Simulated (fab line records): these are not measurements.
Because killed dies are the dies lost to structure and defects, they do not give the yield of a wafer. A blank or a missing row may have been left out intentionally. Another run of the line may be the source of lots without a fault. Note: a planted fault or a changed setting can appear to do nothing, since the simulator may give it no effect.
Which of the tools did it? + flow nand-harc + 14 lots, 42 wafers sampled, at 4 steps of a route of 1302

== WHAT THE GAUGES READ, wafer by wafer ==
The record lacks any reading of a measuring or inspecting step that a usual standard deviation could be used to judge.

== TOOL THAT RAN EACH LOT (tool first, then ch and the chambers of the sampled wafers, then the start) ==
| lot  | NHARC_A_CONTACT_EXPOSE_39          | NHARC_A_CONTACT_ETCH_51                       | NHARC_A_CONTACT_ETCH_111             | NHARC_A_CONTACT_ETCH_114             |
|------|------------------------------------|-----------------------------------------------|--------------------------------------|--------------------------------------|
| L998 | arfi-scanner-03 ch 0, day 21 07:47 | rie-diel-10 ch 0,1, day 21 09:58 or earlier   | har-cap-etch-02 ch 0,1, day 21 09:58 | har-cap-etch-02 ch 0,1, day 21 10:30 |
| L101 | arfi-scanner-03 ch 0, day 22 02:31 | rie-diel-10 ch 1,3, day 22 04:43 or earlier   | har-cap-etch-03 ch 0,1, day 22 04:43 | har-cap-etch-03 ch 0,1, day 22 05:16 |
| L100 | arfi-scanner-02 ch 0, day 22 03:01 | rie-diel-10 ch 0,1,3, day 22 06:02 or earlier | har-cap-etch-02 ch 0,1, day 22 06:02 | har-cap-etch-02 ch 0,1, day 22 06:35 |
| L102 | arfi-scanner-01 ch 0, day 22 17:53 | rie-diel-10 ch 0,3, day 22 20:08 or earlier   | har-cap-etch-01 ch 0, day 22 20:08   | har-cap-etch-01 ch 0, day 22 20:40   |
| L104 | arfi-scanner-02 ch 0, day 23 01:50 | rie-diel-11 ch 0,1,2, day 23 04:01 or earlier | har-cap-etch-01 ch 0,1, day 23 04:01 | har-cap-etch-01 ch 0,1, day 23 04:33 |
| L105 | arfi-scanner-02 ch 0, day 24 01:35 | rie-diel-11 ch 0,2,3, day 24 03:46 or earlier | har-cap-etch-02 ch 0,1, day 24 03:46 | har-cap-etch-02 ch 0,1, day 24 04:18 |
| L103 | arfi-scanner-01 ch 0, day 24 02:08 | rie-diel-09 ch 0,1,2, day 24 04:18 or earlier | har-cap-etch-01 ch 0,1, day 24 04:18 | har-cap-etch-01 ch 0,1, day 24 04:50 |
| L106 | arfi-scanner-03 ch 0, day 24 20:30 | rie-diel-11 ch 0,2,3, day 24 22:40 or earlier | har-cap-etch-01 ch 0,1, day 24 22:40 | har-cap-etch-01 ch 0,1, day 24 23:12 |
| L108 | arfi-scanner-02 ch 0, day 25 21:46 | rie-diel-09 ch 1,2,3, day 25 23:59 or earlier | har-cap-etch-01 ch 0,1, day 25 23:59 | har-cap-etch-01 ch 0,1, day 26 00:31 |
| L110 | arfi-scanner-02 ch 0, day 26 18:26 | rie-diel-09 ch 0,2, day 26 20:43 or earlier   | har-cap-etch-02 ch 0,1, day 26 20:43 | har-cap-etch-02 ch 0,1, day 26 21:15 |
| L119 | arfi-scanner-03, day 29 19:47      | rie-diel-09 ch 0,3, day 29 22:34 or earlier   | har-cap-etch-02 ch 0,1, day 29 22:34 | har-cap-etch-02 ch 0,1, day 29 23:06 |
| L118 | arfi-scanner-02, day 29 19:57      | rie-diel-09 ch 0,1, day 29 23:46 or earlier   | har-cap-etch-03 ch 0,1, day 29 23:46 | har-cap-etch-03 ch 0,1, day 30 00:17 |
| L121 | arfi-scanner-03 ch 0, day 30 02:26 | rie-diel-11 ch 0,2,3, day 30 04:36 or earlier | har-cap-etch-01 ch 0,1, day 30 04:36 | har-cap-etch-01 ch 0,1, day 30 05:08 |
| L120 | arfi-scanner-01 ch 0, day 30 13:28 | rie-diel-11 ch 0,2,3, day 30 15:37 or earlier | har-cap-etch-01 ch 0, day 30 15:37   | har-cap-etch-01 ch 0, day 30 16:10   |
- NHARC_A_CONTACT_EXPOSE_39: exposes mask A CC 3.
- NHARC_A_CONTACT_ETCH_51: etches the open film in O2/COS, target depth 7000 nm, time 1820 s.
- NHARC_A_CONTACT_ETCH_111: etches the open film in C4F8/O2/Ar, time 140 s, target depth 700 nm.
- NHARC_A_CONTACT_ETCH_114: etches the open film in C4F8/O2/Ar, time 190 s, target depth 1850 nm.

== AS READ BY THE TOOLS THEMSELVES (means over the sampled wafers that have a number; for cases with no such wafer, the mark the record gives instead) ==
NHARC_A_CONTACT_EXPOSE_39. Usual: exposure-dose-mJ-cm2 59.0, standard deviation 0.43; focus-offset-nm -0.1 nm, standard deviation 0.5.
| lot  | tool            | exposure-dose-mJ-cm2 | focus-offset-nm (nm) | flag |
|------|-----------------|----------------------|----------------------|------|
| L998 | arfi-scanner-03 | 58.7                 | -0.4                 |      |
| L101 | arfi-scanner-03 | 58.8                 | 0.1                  |      |
| L100 | arfi-scanner-02 | 58.7                 | 0.7                  |      |
| L102 | arfi-scanner-01 | 58.6                 | -0.1                 |      |
| L104 | arfi-scanner-02 | 58.8                 | 0.1                  |      |
| L105 | arfi-scanner-02 | 58.8                 | -0.2                 |      |
| L103 | arfi-scanner-01 | 59.7                 | -0.4                 |      |
| L106 | arfi-scanner-03 | 58.6                 | -0.4                 |      |
| L108 | arfi-scanner-02 | 58.7                 | -0.9                 |      |
| L110 | arfi-scanner-02 | 58.9                 | 0.1                  |      |
| L119 | arfi-scanner-03 | -                    | -                    | OFF  |
| L118 | arfi-scanner-02 | -                    | -                    | OFF  |
| L121 | arfi-scanner-03 | 58.7                 | -0.7                 |      |
| L120 | arfi-scanner-01 | 59.8                 | -0.2                 |      |

NHARC_A_CONTACT_ETCH_51. Usual: cos-flow-sccm 19.99 sccm, standard deviation 0.054; drypump-motor-current-A 5.9 A, standard deviation 0.32; oes-product-au 1.000 a.u., standard deviation 0.012; rf-vpp-V 313.9 V, standard deviation 1.6; showerhead-plenum-p-Torr 3.10 Torr, standard deviation 0.092; throttle-valve-pct 28.332 %, standard deviation 0.01.
| lot  | tool        | cos-flow-sccm (sccm) | drypump-motor-current-A (A) | oes-product-au (a.u.) | rf-vpp-V (V) | showerhead-plenum-p-Torr (Torr) | throttle-valve-pct (%) | flag |
|------|-------------|----------------------|-----------------------------|-----------------------|--------------|---------------------------------|------------------------|------|
| L998 | rie-diel-10 | 19.96                | 5.6                         | 1.004                 | 313.5        | 3.08                            | 28.326                 |      |
| L101 | rie-diel-10 | 19.99                | 5.4                         | 0.997                 | 313.3        | 3.12                            | 28.324                 |      |
| L100 | rie-diel-10 | 19.99                | 5.7                         | 0.986                 | 314.8        | 3.08                            | 28.336                 |      |
| L102 | rie-diel-10 | 20.03                | 5.9                         | 0.985                 | 313.7        | 3.04                            | 28.333                 |      |
| L104 | rie-diel-11 | 20.01                | 5.7                         | 1.010                 | 314.5        | 3.14                            | 28.326                 |      |
| L105 | rie-diel-11 | 19.98                | 5.8                         | 1.000                 | 314.9        | 3.17                            | 28.332                 |      |
| L103 | rie-diel-09 | 19.96                | 6.1                         | 1.015                 | 313.0        | 3.01                            | 28.319                 |      |
| L106 | rie-diel-11 | 20.04                | 5.8                         | 1.004                 | 314.6        | 3.17                            | 28.340                 |      |
| L108 | rie-diel-09 | 19.99                | 6.0                         | 0.995                 | 313.1        | 3.01                            | 28.331                 |      |
| L110 | rie-diel-09 | 19.99                | 6.1                         | 1.019                 | 311.5        | 2.96                            | 28.332                 |      |
| L119 | rie-diel-09 | 20.03                | 5.9                         | 1.001                 | 313.5        | 3.07                            | 28.339                 |      |
| L118 | rie-diel-09 | 20.06                | 6.1                         | 0.992                 | 312.0        | 3.02                            | 28.337                 |      |
| L121 | rie-diel-11 | 20.04                | 5.8                         | 0.999                 | 314.9        | 3.16                            | 28.332                 |      |
| L120 | rie-diel-11 | 19.97                | 5.8                         | 0.999                 | 314.2        | 3.16                            | 28.340                 |      |

== THE ANSWER, worked out from the rows above alone ==
Rule: lot off if the mean of its wafers having a number is beyond 3 standard deviations from the usual mean. A lot without any number at a reading at which 4 lots or more have one is off too. Any other lot the step has rows for is counted as sound. First the gauges in route order, then the tools' own readings, where a lot's mean is used as printed above. The first step at which some lot is off is used, and at that step the reading that is off furthest; a lot without a number counts as furthest.
Off: L119, L118 (NHARC_A_CONTACT_EXPOSE_39, exposure-dose-mJ-cm2). Without a number there: L119, L118.
If a tool, at that step or one of the process steps before it, ran each lot that is off and ran no sound lot following the first of them, it fits. None of those tried fits.

== WHAT THE SIMULATOR HAD PUT IN ==
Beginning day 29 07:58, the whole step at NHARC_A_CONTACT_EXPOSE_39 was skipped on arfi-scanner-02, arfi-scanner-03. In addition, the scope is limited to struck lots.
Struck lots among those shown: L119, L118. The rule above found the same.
